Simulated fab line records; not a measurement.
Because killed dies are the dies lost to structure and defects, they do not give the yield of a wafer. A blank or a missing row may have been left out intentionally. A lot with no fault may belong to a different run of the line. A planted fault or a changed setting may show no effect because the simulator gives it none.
Matching of chambers	flow nand-harc	rie-diel-08 running NHARC_A_STAIRCASE_TRIM_26: 4 sister chambers
The step chemistry O2, time 211.2 s. 8 wafers are shown with their chamber, then 7 later ones without.

WAFERS PAIRED WITH THEIR CHAMBERS
wafer	chamber	drypump-motor-current-A (A)	showerhead-plenum-p-Torr (Torr)
L252.4	0	5.5	3.51
L255.1	1	5.6	3.51
L258.2	3	5.9	3.43
L258.4	2	6.2	3.45
L257.2	2	6.2	3.45
L257.5	0	5.4	3.49
L270.2	1	5.6	3.49
L270.5	3	5.9	3.41

WAFERS WHOSE CHAMBER IS MISSING
wafer	drypump-motor-current-A (A)	showerhead-plenum-p-Torr (Torr)
L270.6	6.2	3.44
L271.1	6.2	3.44
L271.2	5.6	3.49
L271.6	5.6	3.49
L272.1	5.6	3.49
L272.2	6.2	3.44
L272.5	6.2	3.44

WHICH CHAMBER EACH WENT THROUGH
wafer	from the rows above	in truth
L270.6	2	2
L271.1	2	2
L271.2	1	1
L271.6	1	1
L272.1	1	1
L272.2	2	2
L272.5	2	2
Correct placement for 7 of the 7. Left unplaced by these rows: 0. Number placed wrongly: 0.
How it was worked out, from the rows above alone: a wafer's distance from a chamber is the root of the sum, over the readings, of the square of ((its reading less the chamber's mean) divided by the reading's scatter). The wafer belongs to the nearest chamber; if the next one is less than 2 further off, it can't be placed. Each chamber's mean is taken over the wafers shown for it. The scatter: take each reading less its chamber's mean, square it, sum over the shown wafers, divide by the number of wafers less the number of chambers, and take the root.
